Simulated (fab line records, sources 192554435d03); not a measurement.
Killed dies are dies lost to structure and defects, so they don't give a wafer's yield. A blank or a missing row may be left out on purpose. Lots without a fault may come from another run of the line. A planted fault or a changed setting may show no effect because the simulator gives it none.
fab line records | flow n5_finfet
record lots=7 wafers=21
route steps=1938 shown BEOL_M5@1116 BEOL_M6@1239 BEOL_M7@1308
start_h: hours from the record's first day to the start of the lot's first wafer shown | wait_h: hours since the lot's step before | " the same as in the row above | L1.1+2: a row that stands for several wafers | - no value, or no start given | * or withheld: withheld | < > ~ a bound
route shown NAME@n: a module of which the file shows steps, and the number in the route of the first | usual: mean/standard deviation of fault-free wafers | same: alike in all rows | chamber/n: place in a boat | sites: the reading at each site | _std_site: their standard deviation | _edge_site: outer sites' mean less inner sites' | radius_mm: how far each site lies from the wafer's centre | mask NAME#n: copy n | behind: the tool/chamber that last shaped the wafer | hold: why the lot was held/for how many hours/how that ended | device: the transistor (n, p or np) that didn't switch | end of line: the same wafers' tests at the end of the route | a step without rows: its recipe alone | killed: dies lost to structure and defects at the first sort, not the wafer's yield | map: a wafer's dies, x killed, . not, _ none there
set.NAME: the setting as run; set.NAME@STEP: as run at that earlier step | model.NAME: the simulator's own value behind a step, which no gauge read
lots whose settings were changed on purpose; a table a step, a row a wafer
## steps
# step N5_BEOL_M5_HM_DEP_02
# recipe material=TiN target_thk_a=200 temp_c=25 chamber_pressure_pa=0.49996
# columns lot.wafer tool chamber start_h wait_h set.target_thk_a model.TiN_of_BEOL_M5_HM_DEP_02.thk_nm
L074.2 pvd_sputter-03 - 164.38 0.0 200 20.2
L074.3+4 " - " " 214.5 21.4
L076.3+4 pvd_sputter-02 - 181.23 0.0 189.7 19
L076.6 " - " " 200 20
L080.3+5 pvd_sputter-03 - 202.30 0.4 200 20.2
L080.4 " - " " 209.5 21
L085.3+5 pvd_sputter-02 - 239.73 1.2 200 19.8
L085.4 " - " " 219.5 21.8
L088.4+6 pvd_sputter-03 - 262.72 0.5 200 20.2
L088.5 " - " " 200 20
L093.2 pvd_sputter-01 - 278.64 1.6 187 18.8
L093.3 " - " " 187 19
L093.5 " - " " 200 20.2
L091.1 pvd_sputter-02 - 280.58 0.0 200 20.2
L091.2+6 " - " " 200 20
# step N5_BEOL_M5_COAT_59
# recipe resist=SOC temp_c=250 time_s=60 spin_rpm=1500 resist_thk_nm=60
# step N5_BEOL_M5_COAT_60
# recipe resist=SiARC temp_c=220 time_s=60 spin_rpm=1500 resist_thk_nm=12
# step N5_BEOL_M5_STRIP_73
# recipe chemistry=N2/H2 temp_c=40 n2_flow_sccm=200 h2_flow_sccm=200 rf_frequency_hz=6e+07
# step N5_BEOL_M5_STRIP_64
# recipe chemistry=CF4 resist=SiARC power_w=300 bias_power_w=75 pressure_mtorr=50 cf4_flow_sccm=150 rf_frequency_hz=6e+07
# step N5_BEOL_M5_HM_OPEN_17
# recipe chemistry=Cl2/BCl3 target_depth_a=200 overetch_a=60 target=TiN mask_material=SOC ion_energy_ev=150 pressure_mtorr=10 icp_w=1000 bias_w=126 Cl2_flow_sccm=53.25 bcl3_flow_sccm=21.75 Ar_flow_sccm=25
# columns lot.wafer tool chamber start_h wait_h set.target_thk_a@BEOL_M5_HM_DEP_02 model.etch.depth_nm
L074.2 rie_metal-01 1 165.28 0.0 200 20.14
L074.3 " 0 " " 214.5 21.45
L074.4 " 1 " " 214.5 21.5
L076.3 rie_metal-03 0 182.03 0.1 189.7 18.98
L076.4 " 1 " " 189.7 18.96
L076.6 " 0 " " 200 20.06
L080.3 rie_metal-01 1 203.22 0.1 200 20.13
L080.4 " 0 " " 209.5 20.98
L080.5 " 1 " " 200 20.18
L085.3 rie_metal-01 1 240.64 0.1 200 19.82
L085.4 " 0 " " 219.5 21.8
L085.5 " 1 " " 200 19.76
L088.4 rie_metal-02 0 263.51 0.1 200 20.18
L088.5 " 0 " " 200 20.02
L088.6 " 1 " " 200 20.15
L093.2 rie_metal-03 1 280.85 0.0 187 18.89
L093.3 " 0 " " 187 19
L093.5 " 1 " " 200 20.13
L091.1 rie_metal-01 0 282.17 0.0 200 20.2
L091.2 " 1 " " 200 20.07
L091.6 " 0 " " 200 19.9
# step N5_BEOL_M5_VIA_ETCH_34
# recipe chemistry=C4F6/O2 target=SiCOH_lowk target_depth_a=883 mask_material=SOC taper_deg=4 time_s=39.2 ion_energy_ev=250 pressure_mtorr=30 source_w=345 bias_w=185 Ar_flow_sccm=300 C4F6_flow_sccm=10 O2_flow_sccm=10
# usual rf_vpp_V=663/6.5
# columns lot.wafer tool chamber start_h wait_h set.source_w rf_vpp_V
L074.2 rie_diel-02 1 166.08 0.0 345 656
L074.3 " 3 " " 345 671
L074.4 " 0 " " 345 663
L076.3 rie_diel-04 3 183.71 0.0 398.3 615
L076.4 " 2 " " 398.3 612
L076.6 " 0 " " 345 666
L080.3 rie_diel-02 3 203.98 0.0 345 669
L080.4 " 1 " " 289.4 716
L080.5 " 3 " " 345 671
L085.3 rie_diel-04 1 241.44 0.0 345 674
L085.4 " 0 " " 360.6 650
L085.5 " 3 " " 345 661
L088.4 rie_diel-04 0 266.07 0.0 392.5 623
L088.5 " 2 " " 392.5 618
L088.6 " 1 " " 345 676
L093.2 rie_diel-03 1 282.64 0.0 322 691
L093.3 " 2 " " 345 661
L093.5 " 1 " " 322 691
L091.1 rie_diel-02 0 285.04 0.0 345 663
L091.2 " 3 " " 345 670
L091.6 " 1 " " 345 655
# step N5_BEOL_M5_TRENCH_ETCH_37
# recipe chemistry=C4F6/O2 target_depth_a=716.52 target=SiCOH_lowk time_s=24.7 ion_energy_ev=250 pressure_mtorr=30 source_w=345 bias_w=185 Ar_flow_sccm=300 C4F6_flow_sccm=10 O2_flow_sccm=10
# usual rf_vpp_V=663/6.5
# columns lot.wafer tool chamber start_h wait_h set.source_w set.target_thk_a@BEOL_M5_HM_DEP_02 rf_vpp_V model.TiN_of_BEOL_M5_HM_DEP_02.thk_nm
L074.2 rie_diel-02 1 - - 345 200 654 18
L074.3 " 3 " " 345 214.5 670 19.4
L074.4 " 0 " " 384.3 214.5 625 19.4
L076.3 rie_diel-04 3 - - 376.5 189.7 634 16.8
L076.4 " 2 " " 376.5 189.7 630 16.8
L076.6 " 0 " " 345 200 666 18
L080.3 rie_diel-02 3 - - 362.4 200 654 18
L080.4 " 1 " " 345 209.5 655 18.8
L080.5 " 3 " " 345 200 672 18
L085.3 rie_diel-04 1 - - 345 200 676 17.8
L085.4 " 0 " " 345 219.5 665 19.8
L085.5 " 3 " " 345 200 662 17.6
L088.4 rie_diel-04 0 - - 310.3 200 703 18.2
L088.5 " 2 " " 345 200 661 17.8
L088.6 " 1 " " 310.3 200 713 18.2
L093.2 rie_diel-03 1 - - 345 187 667 16.6
L093.3 " 2 " " 345 187 659 16.8
L093.5 " 1 " " 287.4 200 732 18
L091.1 rie_diel-02 0 - - 345 200 661 18.2
L091.2 " 3 " " 345 200 669 18
L091.6 " 1 " " 345 200 655 17.8
# step N5_BEOL_M6_TRENCH_ETCH_37
# recipe chemistry=C4F6/O2 target_depth_a=944.35 target=SiCOH_lowk time_s=31.5 ion_energy_ev=250 pressure_mtorr=30 source_w=345 bias_w=185 Ar_flow_sccm=300 C4F6_flow_sccm=10 O2_flow_sccm=10
# columns lot.wafer tool chamber start_h wait_h set.time_s model.BEOL_M6.feature_depth_nm model.etch.depth_nm model.TiN_of_BEOL_M6_HM_DEP_02.thk_nm
L074.2 rie_diel-06 2 - - 31.5 93.2 93.23 16.8
L074.3 " 1 " " 24.88 74 74.02 17.4
L074.4 " 0 " " 31.5 94.4 94.47 16.8
L076.3 rie_diel-01 2 - - 34.39 102.8 102.8 16.6
L076.4 " 3 " " 31.5 94 93.92 16.8
L076.6 " 3 " " 31.5 93.6 93.63 17
L080.3 rie_diel-06 2 - - 24.42 72.2 72.25 17.8
L080.4 " 0 " " 24.42 73.2 73.19 18
L080.5 " 1 " " 24.42 72.8 72.82 17.8
L085.3 rie_diel-05 3 - - 34.22 103.6 103.5 17
L085.4 " 2 " " 31.5 96.2 96.18 17.4
L085.5 " 1 " " 31.5 95 95.05 17.4
L088.4 rie_diel-06 3 - - 31.5 95.2 95.27 17.4
L088.5 " 0 " " 31.5 95.4 95.36 17.2
L088.6 " 1 " " 26.69 79.2 79.28 17.6
L093.2 rie_diel-05 1 - - 31.5 95.4 95.49 16.8
L093.3 " 0 " " 31.5 93.4 93.49 16.8
L093.5 " 0 " " 31.5 93.6 93.68 16.8
L091.1 rie_diel-06 1 - - 31.5 94 94.1 17.6
L091.2 " 3 " " 31.5 94.4 94.47 17.6
L091.6 " 3 " " 31.5 94.6 94.53 17.4
# step N5_BEOL_M6_ETCH_41
# recipe chemistry=CH3F/O2 target=SiCN target_depth_a=297 taper_deg=2 time_s=52 ion_energy_ev=120 mask_material=TiN pressure_mtorr=30 source_w=395 bias_w=75 Ar_flow_sccm=150 CH3F_flow_sccm=30 O2_flow_sccm=20
# step N5_BEOL_M6_STRIP_80
# recipe chemistry=N2/H2 time_s=10 power_w=450 temp_c=40 pressure_mtorr=20 rf_frequency_hz=6e+07 bias_power_w=7 n2_flow_sccm=200 h2_flow_sccm=200
# step N5_BEOL_M6_OCD_MEAS_38
# usual trench_depth_nm=94.3/1.1
# columns lot.wafer tool chamber start_h wait_h set.time_s@BEOL_M6_TRENCH_ETCH_37 trench_depth_nm
L074.2 ocd-01 - 181.02 - 31.5 93.2
L074.3 " - " " 24.88 74.1
L074.4 " - " " 31.5 94.6
L076.3 ocd-02 - 196.95 - 34.39 103.4
L076.4 " - " " 31.5 93.7
L076.6 " - " " 31.5 93.8
L080.3 ocd-01 - 221.45 - 24.42 72.5
L080.4 " - " " 24.42 72.4
L080.5 " - " " 24.42 73.1
L085.3 ocd-01 - 253.76 - 34.22 103.4
L085.4 " - " " 31.5 96.2
L085.5 " - " " 31.5 95.3
L088.4 ocd-02 - 280.18 - 31.5 96.1
L088.5 " - " " 31.5 95.6
L088.6 " - " " 26.69 79.4
L093.2 ocd-01 - 294.59 - 31.5 95.6
L093.3 " - " " 31.5 93.2
L093.5 " - " " 31.5 93.7
L091.1 ocd-01 - 299.10 - 31.5 94.0
L091.2 " - " " 31.5 94.4
L091.6 " - " " 31.5 94.3
# step N5_BEOL_M6_HM_STRIP_39
# recipe chemistry=peroxide_tin_strip material=TiN target_depth_a=250 temp_c=50 time_s=158
# step N5_BEOL_M6_SRD_40
# recipe time_s=30 temp_c=23 rinse_liquid=diw dry=ipa_marangoni
# step N5_BEOL_M6_ECD_50
# recipe material=Cu target_thk_a=3000
# step N5_BEOL_M6_ANNEAL_51
# recipe temp_c=225 time_s=90 ambient=N2
# step N5_BEOL_M6_CMP_52
# recipe stop_on=SiCOH_lowk t_overpolish_s=6.9 down_force_psi=1 platen_rpm=50 clearing_platen_down_force_psi=1.5 clearing_platen_rpm=50 post_cmp_clean=cu_alkaline target_thk_nm=80 clearing_platen_pad_velocity_m_s=0.99484 pad_velocity_m_s=0.99484
# columns lot.wafer tool chamber start_h wait_h set.time_s@BEOL_M6_TRENCH_ETCH_37 model.Cu_of_BEOL_M6_ECD_50.thk_nm
L074.4 cmp-01 0 186.62 0.2 31.5 81.4
L074.2 " 1 " " 31.5 78
L074.3 " 2 " " 24.88 59
L076.4 cmp-03 3 203.81 0.2 31.5 78.4
L076.3 " 1 " " 34.39 87.6
L076.6 " 3 " " 31.5 78.2
L080.4 cmp-01 1 225.73 0.1 24.42 58.4
L080.3 " 2 " " 24.42 56.8
L080.5 " 1 " " 24.42 57.8
L085.4 cmp-01 2 256.98 0.1 31.5 82.8
L085.3 " 3 " " 34.22 91
L085.5 " 3 " " 31.5 82
L088.4 cmp-04 3 282.23 0.1 31.5 80.2
L088.5 " 3 " " 31.5 80.8
L088.6 " 0 " " 26.69 64.2
L093.3 cmp-04 1 296.97 0.2 31.5 77
L093.2 " 2 " " 31.5 79.8
L093.5 " 1 " " 31.5 77.4
L091.1 cmp-03 2 301.79 0.3 31.5 81.6
L091.2 " 3 " " 31.5 79.2
L091.6 " 2 " " 31.5 81
# step N5_BEOL_M6_THK_MEAS_53
# recipe thk_meas_gauge=xrf reads=Cu_of_BEOL_M6_ECD_50
# usual M6_THK=79.3/1.7
# columns lot.wafer tool chamber start_h wait_h set.time_s@BEOL_M6_TRENCH_ETCH_37 M6_THK[nm]
L074.2 film_metro-01 - 186.88 - 31.5 76.9
L074.3 " - " " 24.88 57.9
L074.4 " - " " 31.5 80.0
L076.3 film_metro-02 - 204.07 - 34.39 86.6
L076.4 " - " " 31.5 77.8
L076.6 " - " " 31.5 77.2
L080.3 film_metro-01 - 226.03 - 24.42 55.9
L080.4 " - " " 24.42 57.5
L080.5 " - " " 24.42 56.8
L085.3 film_metro-01 - 257.27 - 34.22 90.5
L085.4 " - " " 31.5 82.5
L085.5 " - " " 31.5 82.5
L088.4 film_metro-01 - 282.53 - 31.5 80.3
L088.5 " - " " 31.5 80.7
L088.6 " - " " 26.69 63.9
L093.2 film_metro-01 - 297.26 - 31.5 78.7
L093.3 " - " " 31.5 76.3
L093.5 " - " " 31.5 76.5
L091.1 film_metro-01 - 302.04 - 31.5 80.2
L091.2 " - " " 31.5 77.8
L091.6 " - " " 31.5 79.7
# step N5_BEOL_M6_PRE_CLEAN_55
# recipe gas=NH3 time_s=15 temp_c=withheld rf_power_w=300
# step N5_BEOL_M6_DEP_56
# recipe material=SiCN target_thk_a=100 temp_c=withheld precursor=3MS/NH3 pressure_torr=3 rf_w=202 time_s=17.5
# step N5_BEOL_M6_RS_MEAS_57
# recipe thk_meas_gauge=four-point-probe reads=Cu_of_BEOL_M6_ECD_50+Co_of_BEOL_M6_CVD_78+TaN_of_BEOL_M6_ALD_77
# usual M6_RS=0.286/0.0068
# columns lot.wafer tool chamber start_h wait_h set.time_s@BEOL_M6_TRENCH_ETCH_37 M6_RS[ohm/sq]
L074.2 film_metro-01 - 187.01 0.1 31.5 0.295
L074.3 " - " " 24.88 0.413
L074.4 " - " " 31.5 0.281
L076.3 film_metro-02 - 204.23 0.1 34.39 0.257
L076.4 " - " " 31.5 0.293
L076.6 " - " " 31.5 0.293
L080.3 film_metro-01 - 226.16 0.1 24.42 0.433
L080.4 " - " " 24.42 0.418
L080.5 " - " " 24.42 0.424
L085.3 film_metro-01 - 257.41 0.1 34.22 0.246
L085.4 " - " " 31.5 0.275
L085.5 " - " " 31.5 0.278
L088.4 film_metro-01 - 282.66 0.0 31.5 0.286
L088.5 " - " " 31.5 0.283
L088.6 " - " " 26.69 0.374
L093.2 film_metro-01 - 297.39 0.1 31.5 0.287
L093.3 " - " " 31.5 0.300
L093.5 " - " " 31.5 0.298
L091.1 film_metro-01 - 302.17 0.1 31.5 0.279
L091.2 " - " " 31.5 0.290
L091.6 " - " " 31.5 0.282
# step N5_BEOL_M7_TRENCH_ETCH_37
# recipe chemistry=C4F6/O2 target_depth_a=934.78 target=SiCOH_lowk time_s=31.2 ion_energy_ev=250 pressure_mtorr=30 source_w=345 bias_w=185 Ar_flow_sccm=300 C4F6_flow_sccm=10 O2_flow_sccm=10
# usual rf_vpp_V=663/6.5
# columns lot.wafer tool chamber start_h wait_h set.source_w rf_vpp_V
L074.2 rie_diel-04 0 - - 345 665
L074.3 " 1 " " 289.8 738
L074.4 " 0 " " 289.8 728
L076.3 rie_diel-03 2 - - 345 661
L076.4 " 1 " " 345 667
L076.6 " 0 " " 393.4 622
L080.3 rie_diel-04 0 - - 365.2 646
L080.4 " 3 " " 365.2 643
L080.5 " 1 " " 345 676
L085.3 rie_diel-03 0 - - 345 666
L085.4 " 1 " " 345 668
L085.5 " 0 " " 319.8 693
L088.4 rie_diel-03 3 - - 345 651
L088.5 " 1 " " 345 668
L088.6 " 0 " " 345 664
L093.2 rie_diel-03 2 - - 323.4 682
L093.3 " 1 " " 345 667
L093.5 " 2 " " 345 661
L091.1 rie_diel-02 3 - - 345 670
L091.2 " 2 " " 345 661
L091.6 " 2 " " 345 661
## key
split step=N5_BEOL_M5_HM_DEP_02 setting=target_thk_a stated=200 by=wafer
response step=N5_BEOL_M5_HM_DEP_02 reading=model.TiN_of_BEOL_M5_HM_DEP_02.thk_nm change=+0.191 per=1% r=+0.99
response step=N5_BEOL_M5_HM_OPEN_17 reading=model.etch.depth_nm change=+0.195 per=1% r=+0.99
response step=N5_BEOL_M5_TRENCH_ETCH_37 reading=model.TiN_of_BEOL_M5_HM_DEP_02.thk_nm change=+0.205 per=1% r=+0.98
split step=N5_BEOL_M5_VIA_ETCH_34 setting=source_w stated=345 by=wafer
response step=N5_BEOL_M5_VIA_ETCH_34 reading=rf_vpp_V change=-3.44 per=1% r=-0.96
split step=N5_BEOL_M5_TRENCH_ETCH_37 setting=source_w stated=345 by=wafer
response step=N5_BEOL_M5_TRENCH_ETCH_37 reading=rf_vpp_V change=-3.91 per=1% r=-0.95
split step=N5_BEOL_M6_TRENCH_ETCH_37 setting=time_s stated=31.5 by=wafer
response step=N5_BEOL_M6_TRENCH_ETCH_37 reading=model.BEOL_M6.feature_depth_nm change=+0.976 per=1% r=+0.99
response step=N5_BEOL_M6_TRENCH_ETCH_37 reading=model.etch.depth_nm change=+0.975 per=1% r=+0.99
response step=N5_BEOL_M6_TRENCH_ETCH_37 reading=model.TiN_of_BEOL_M6_HM_DEP_02.thk_nm change=-0.0281 per=1% r=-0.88
response step=N5_BEOL_M6_OCD_MEAS_38 reading=trench_depth_nm change=+0.987 per=1% r=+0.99
response step=N5_BEOL_M6_CMP_52 reading=model.Cu_of_BEOL_M6_ECD_50.thk_nm change=+1.01 per=1% r=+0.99
response step=N5_BEOL_M6_THK_MEAS_53 reading=M6_THK change=+1 per=1% r=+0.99
response step=N5_BEOL_M6_RS_MEAS_57 reading=M6_RS change=-0.00549 per=1% r=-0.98
split step=N5_BEOL_M7_TRENCH_ETCH_37 setting=source_w stated=345 by=wafer
response step=N5_BEOL_M7_TRENCH_ETCH_37 reading=rf_vpp_V change=-3.73 per=1% r=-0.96
